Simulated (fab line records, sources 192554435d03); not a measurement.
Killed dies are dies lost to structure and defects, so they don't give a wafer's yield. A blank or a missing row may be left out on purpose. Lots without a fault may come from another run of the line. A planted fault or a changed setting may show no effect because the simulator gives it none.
fab line records | flow n5_finfet | part 2 of 2: steps 23 to 32 of 32
record lots=5 wafers=15 last_day=20
route steps=1938 shown BEOL_M15@1791
lots that met no fault: from a run of the same line without faults
start_h: hours from the record's first day to the start of the lot's first wafer shown | wait_h: hours since the lot's step before | " the same as in the row above | L1.1+2: a row that stands for several wafers | - no value, or no start given | * or withheld: withheld | < > ~ a bound
route shown NAME@n: a module of which the file shows steps, and the number in the route of the first | usual: mean/standard deviation of fault-free wafers | same: alike in all rows | chamber/n: place in a boat | sites: the reading at each site | _std_site: their standard deviation | _edge_site: outer sites' mean less inner sites' | radius_mm: how far each site lies from the wafer's centre | mask NAME#n: copy n | behind: the tool/chamber that last shaped the wafer | hold: why the lot was held/for how many hours/how that ended | device: the transistor (n, p or np) that didn't switch | end of line: the same wafers' tests at the end of the route | a step without rows: its recipe alone | killed: dies lost to structure and defects at the first sort, not the wafer's yield | map: a wafer's dies, x killed, . not, _ none there
set.NAME: the setting as run; set.NAME@STEP: as run at that earlier step | model.NAME: the simulator's own value behind a step, which no gauge read
lots at some steps of the route; a table a step, a row a wafer
services: from which hour (start_h, from the record's first day; less than 0 if before it) a tool's chamber was out of use, for how many hours, and why
## steps
# step N5_BEOL_M15_ETCH_38
# recipe chemistry=CF4/N2 target=SiCN target_depth_a=1064 taper_deg=2 time_s=120.5 ion_energy_ev=150 mask_material=SiO2 pressure_mtorr=40 source_w=430 bias_w=70 Ar_flow_sccm=100 cf4_flow_sccm=60 n2_flow_sccm=60
# usual drypump_motor_current_A=5.6/0.34 mfc_ar_sccm=100.0/0.31 oes_product_au=0.79/0.082 rf_vpp_V=382.0/2.1 showerhead_plenum_p_Torr=2.20/0.078 throttle_valve_pct=15.43/0.23
# columns lot.wafer tool chamber start_h wait_h drypump_motor_current_A mfc_ar_sccm oes_product_au rf_hours_counter_h rf_vpp_V showerhead_plenum_p_Torr throttle_valve_pct
L081.1 rie_diel-02 0 - - 5.5 99.9 0.74 155 380.3 2.12 15.39
L081.5 " 0 " " 5.5 100.3 0.75 - 380.2 2.12 15.40
L081.6 " 2 " " 5.5 99.8 0.72 - 381.1 2.18 15.61
L089.3 rie_diel-02 0 - - 5.5 100.2 0.74 163 380.4 2.12 15.40
L089.4 " 2 " " 5.5 99.8 0.72 244 382.0 2.18 15.63
L089.5 " 3 " " 5.6 99.9 0.91 - 383.6 2.33 15.21
L093.1 rie_diel-06 0 - - 5.5 99.2 0.82 94 379.4 2.14 15.17
L093.2 " 2 " " 5.9 99.5 0.73 163 377.5 2.03 15.52
L093.5 " 0 " " 5.5 99.5 0.82 - 379.5 2.14 15.17
L094.1 rie_diel-03 2 - - 5.4 99.9 0.87 30 383.7 2.23 15.07
L094.2 " 0 " " 6.0 100.2 0.76 102 382.5 2.24 15.49
L094.3 " 3 " " 4.9 100.0 0.71 237 382.2 2.27 15.87
L095.1 rie_diel-02 2 - - 5.5 99.6 1.01 13 379.9 2.17 15.23
L095.3 " 1 " " 5.4 99.9 0.77 149 386.0 2.30 15.35
L095.6 " 1 " " 5.4 100.3 0.77 - 384.8 2.30 15.37
# step N5_BEOL_M15_PRECLEAN_39
# recipe chemistry=residue_remover time_s=60 temp_c=40
# columns lot.wafer tool chamber start_h wait_h
L081.1+5+6 wet_bench-03 1,0,5 362.12 -
L089.3+4+5 wet_bench-03 5,7,4 384.47 -
L093.1+2+5 wet_bench-06 7,4,0 414.55 -
L094.1+2+3 wet_bench-03 4,2,0 435.10 -
L095.1+3+6 wet_bench-06 0,4,3 469.49 -
# step N5_BEOL_M15_SRD_40
# recipe time_s=30 temp_c=23 rinse_liquid=diw dry=n2_spin spin_rpm=1500 dry_time_s=30
# usual do_supply_ppb=10.01/0.098
# columns lot.wafer tool chamber start_h wait_h do_supply_ppb
L081.1 wet_bench-03 1 362.14 0.0 9.95
L081.5 " 0 " " 10.09
L081.6 " 5 " " 9.95
L089.3 wet_bench-03 5 384.49 0.0 9.99
L089.4 " 7 " " 10.12
L089.5 " 4 " " 10.08
L093.1 wet_bench-06 7 414.57 0.0 9.99
L093.2 " 4 " " 10.24
L093.5 " 0 " " 10.00
L094.1 wet_bench-03 4 435.12 0.0 9.97
L094.2 " 2 " " 10.00
L094.3 " 0 " " 9.78
L095.1 wet_bench-06 0 469.51 0.0 9.98
L095.3 " 4 " " 10.14
L095.6 " 3 " " 9.96
# step N5_BEOL_M15_DEGAS_41
# recipe ambient=vacuum temp_c=300 time_s=60
# usual heater_power_w=455/31 susceptor_temp_C=300.01/0.21
# columns lot.wafer tool chamber start_h wait_h heater_power_w susceptor_temp_C
L081.1 pvd_sputter-02 - 362.40 0.2 412 300.08
L081.5 " - " " 442 300.12
L081.6 " - " " 405 299.85
L089.3 pvd_sputter-03 - 384.69 0.2 454 299.68
L089.4 " - " " 488 299.92
L089.5 " - " " 463 299.89
L093.1 pvd_sputter-02 - 414.71 0.1 443 300.38
L093.2 " - " " 432 300.20
L093.5 " - " " 396 299.64
L094.1 pvd_sputter-03 - 435.59 0.5 497 299.75
L094.2 " - " " 462 300.15
L094.3 " - " " 445 299.95
L095.1 pvd_sputter-03 - 469.83 0.3 428 299.84
L095.3 " - " " 468 300.01
L095.6 " - " " 473 300.16
# step N5_BEOL_M15_PRE_CLEAN_42
# recipe gas=H2/He time_s=30 temp_c=300
# usual heater_power_w=455/31 susceptor_temp_C=300.01/0.2
# columns lot.wafer tool chamber start_h wait_h heater_power_w susceptor_temp_C
L081.1 pvd_sputter-02 - 362.44 0.0 404 299.79
L081.5 " - " " 447 299.66
L081.6 " - " " 396 300.08
L089.3 pvd_sputter-03 - 384.73 0.0 448 299.59
L089.4 " - " " 489 300.09
L089.5 " - " " 457 299.60
L093.1 pvd_sputter-02 - 414.75 0.0 452 299.60
L093.2 " - " " 428 300.05
L093.5 " - " " 394 300.09
L094.1 pvd_sputter-03 - 435.64 0.0 491 300.23
L094.2 " - " " 449 299.99
L094.3 " - " " 440 300.16
L095.1 pvd_sputter-03 - 469.87 0.0 440 300.02
L095.3 " - " " 465 299.82
L095.6 " - " " 467 300.04
# step N5_BEOL_M15_SPUTTER_43
# recipe material=TaN target_thk_a=150 temp_c=50 bias_v=168.6 power_w=15000 chamber_pressure_pa=0.12 time_s=24.19
# usual susceptor_temp_C=49.99/0.1 throttle_valve_pct=29.6/0.89
# columns lot.wafer tool chamber start_h wait_h susceptor_temp_C throttle_valve_pct
L081.1 pvd_sputter-02 - 362.48 0.0 49.98 29.5
L081.5 " - " " 49.90 28.9
L081.6 " - " " 49.92 29.4
L089.3 pvd_sputter-03 - 384.77 0.0 49.98 29.0
L089.4 " - " " 50.07 29.8
L089.5 " - " " 49.88 29.3
L093.1 pvd_sputter-02 - 414.79 0.0 49.94 29.0
L093.2 " - " " 49.95 29.2
L093.5 " - " " 49.89 29.5
L094.1 pvd_sputter-03 - 435.68 0.0 49.93 29.9
L094.2 " - " " 49.96 29.2
L094.3 " - " " 49.86 31.1
L095.1 pvd_sputter-03 - 469.91 0.0 50.17 31.1
L095.3 " - " " 49.91 28.7
L095.6 " - " " 49.82 28.5
# step N5_BEOL_M15_SPUTTER_44
# recipe material=Ta target_thk_a=150 temp_c=50 bias_v=80 power_w=15000 chamber_pressure_pa=0.07 time_s=24.19
# usual susceptor_temp_C=50.01/0.11 throttle_valve_pct=29.6/0.87
# columns lot.wafer tool chamber start_h wait_h susceptor_temp_C throttle_valve_pct
L081.1 pvd_sputter-02 - 362.56 0.0 49.91 29.8
L081.5 " - " " 50.06 28.7
L081.6 " - " " 49.86 29.4
L089.3 pvd_sputter-03 - 384.85 0.0 50.03 29.2
L089.4 " - " " 50.16 29.7
L089.5 " - " " 50.02 29.1
L093.1 pvd_sputter-02 - 414.87 0.0 49.90 28.8
L093.2 " - " " 50.15 29.2
L093.5 " - " " 50.10 29.8
L094.1 pvd_sputter-03 - 435.77 0.0 50.20 29.9
L094.2 " - " " 49.84 29.2
L094.3 " - " " 49.88 30.9
L095.1 pvd_sputter-03 - 469.99 0.0 49.99 31.2
L095.3 " - " " 49.98 28.4
L095.6 " - " " 49.88 28.6
# step N5_BEOL_M15_SPUTTER_45
# recipe material=Cu target_thk_a=1000 temp_c=-20 bias_v=60 power_w=26000 chamber_pressure_pa=0.13 time_s=16.67
# usual susceptor_temp_C=-19.99/0.12 throttle_valve_pct=29.6/0.87
# columns lot.wafer tool chamber start_h wait_h susceptor_temp_C throttle_valve_pct
L081.1 pvd_sputter-02 - 362.64 0.0 -19.95 29.3
L081.5 " - " " -19.87 29.1
L081.6 " - " " -19.75 29.4
L089.3 pvd_sputter-03 - 384.93 0.0 -20.10 29.1
L089.4 " - " " -20.15 29.8
L089.5 " - " " -20.14 29.0
L093.1 pvd_sputter-02 - 414.95 0.0 -20.06 28.6
L093.2 " - " " -19.94 29.3
L093.5 " - " " -19.95 29.7
L094.1 pvd_sputter-03 - 435.85 0.0 -19.98 29.9
L094.2 " - " " -19.91 29.2
L094.3 " - " " -19.89 31.4
L095.1 pvd_sputter-03 - 470.07 0.0 -19.91 31.1
L095.3 " - " " -19.73 28.6
L095.6 " - " " -20.02 28.4
# step N5_BEOL_M15_ECD_47
# recipe material=Cu target_thk_a=18600
# columns lot.wafer tool chamber start_h wait_h
L081.1+5+6 ecd_cu-01 0,0,1 362.76 0.1
L089.3+4+5 ecd_cu-02 0,1,0 385.12 0.2
L093.1+2+5 ecd_cu-02 1,0,0 415.06 0.1
L094.1+2+3 ecd_cu-02 0,1,0 435.98 0.1
L095.1+3+6 ecd_cu-01 0,1,0 470.20 0.1
# step N5_BEOL_M15_ANNEAL_48
# recipe temp_c=225 time_s=90 ambient=N2
# usual wafer_temp_C_max=226.0/0.33
# columns lot.wafer tool chamber start_h wait_h wafer_temp_C_max
L081.1 rtp_anneal-01 0 363.00 0.2 225.8
L081.5 " 0 " " 225.7
L081.6 " 0 " " 225.6
L089.3 rtp_anneal-02 0 385.38 0.2 226.2
L089.4 " 0 " " 226.2
L089.5 " 0 " " 226.1
L093.1 rtp_anneal-01 0 415.31 0.2 225.7
L093.2 " 0 " " 225.8
L093.5 " 0 " " 225.7
L094.1 rtp_anneal-02 0 436.22 0.2 225.9
L094.2 " 0 " " 226.1
L094.3 " 0 " " 225.6
L095.1 rtp_anneal-01 0 473.73 3.5 225.4
L095.3 " 0 " " 225.8
L095.6 " 0 " " 225.9
## services
# columns tool chamber start_h hours kind
krf_scanner-02 - 337.58 1.6 repair
rie_diel-02 3 351.50 - clean
rie_diel-02 3 351.50 - consumable_replace:focus_ring
rtp_anneal-02 - 363.38 1.3 repair
krf_scanner-01 - 363.88 0.3 repair
krf_scanner-02 - 368.21 0.1 repair
krf_scanner-02 - 376.15 1.3 pm
rie_diel-03 - 377.95 28.1 pm
rie_diel-02 - 383.26 0.5 repair
wet_bench-03 - 384.58 2.4 repair
krf_scanner-01 - 408.41 3.5 repair
krf_scanner-02 - 412.45 1.0 pm
krf_scanner-02 - 424.59 36.0 pm
pvd_sputter-02 - 431.19 14.6 repair
rie_diel-03 1 436.31 21.0 repair
rie_diel-06 - 440.85 5.4 repair
rie_diel-02 1 457.33 10.4 repair
krf_scanner-01 - 460.59 1.3 pm
krf_scanner-02 - 461.89 4.4 pm
wet_bench-01 - 462.44 3.5 repair
rtp_anneal-01 - 466.03 6.9 pm
ecd_cu-01 - 466.58 2.7 repair
krf_scanner-02 - 472.18 5.3 repair
rtp_anneal-02 - 473.10 4.3 pm
